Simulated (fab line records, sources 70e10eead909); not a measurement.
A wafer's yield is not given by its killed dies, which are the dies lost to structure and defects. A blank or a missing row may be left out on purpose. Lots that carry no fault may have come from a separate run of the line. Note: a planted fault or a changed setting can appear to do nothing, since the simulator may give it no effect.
Matching of chambers	flow nand harc	NHARC_A_BONDPAD_STRIP_15 on rie diel-13 has 4 sister chambers
The step strips in O2. 4 wafers are shown with their chamber, then 9 later ones without.

EACH WAFER AND ITS CHAMBER
wafer	chamber	drypump motor current A (A)
L244.3	0	5.8
L246.1	1	6.0
L246.2	3	5.1
L246.6	2	6.0

WAFERS WITHOUT THEIR CHAMBER
wafer	drypump motor current A (A)
L248.1	5.2
L248.3	5.8
L248.6	6.1
L247.2	6.0
L247.5	5.2
L247.6	6.0
L249.3	6.1
L249.4	5.2
L249.6	6.1

EACH ONE'S CHAMBER
wafer	from the rows above	in truth
L248.1	3	3
L248.3	0	0
L248.6	can't be placed: 1 or 2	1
L247.2	can't be placed: 1 or 2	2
L247.5	3	3
L247.6	can't be placed: 1 or 2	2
L249.3	can't be placed: 1 or 2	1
L249.4	3	3
L249.6	can't be placed: 1 or 2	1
4 of 9 placed correctly. Unplaceable from these rows: 5, with the true chamber sitting among the candidates in 5. Wrongly placed: 0.
How it was worked out, from the rows above alone: a wafer's distance from a chamber is the root of the sum, over the readings, of the square of ((its reading less the chamber's mean) divided by the reading's scatter). If the next closest chamber is less than 2 further off than the closest, the wafer can't be placed; otherwise it belongs to the closest. For every chamber, the mean is computed from those of its wafers that are shown. The scatter: with one shown wafer a chamber, the root of the mean of the squares of how far each hidden wafer lies from its nearest shown one.
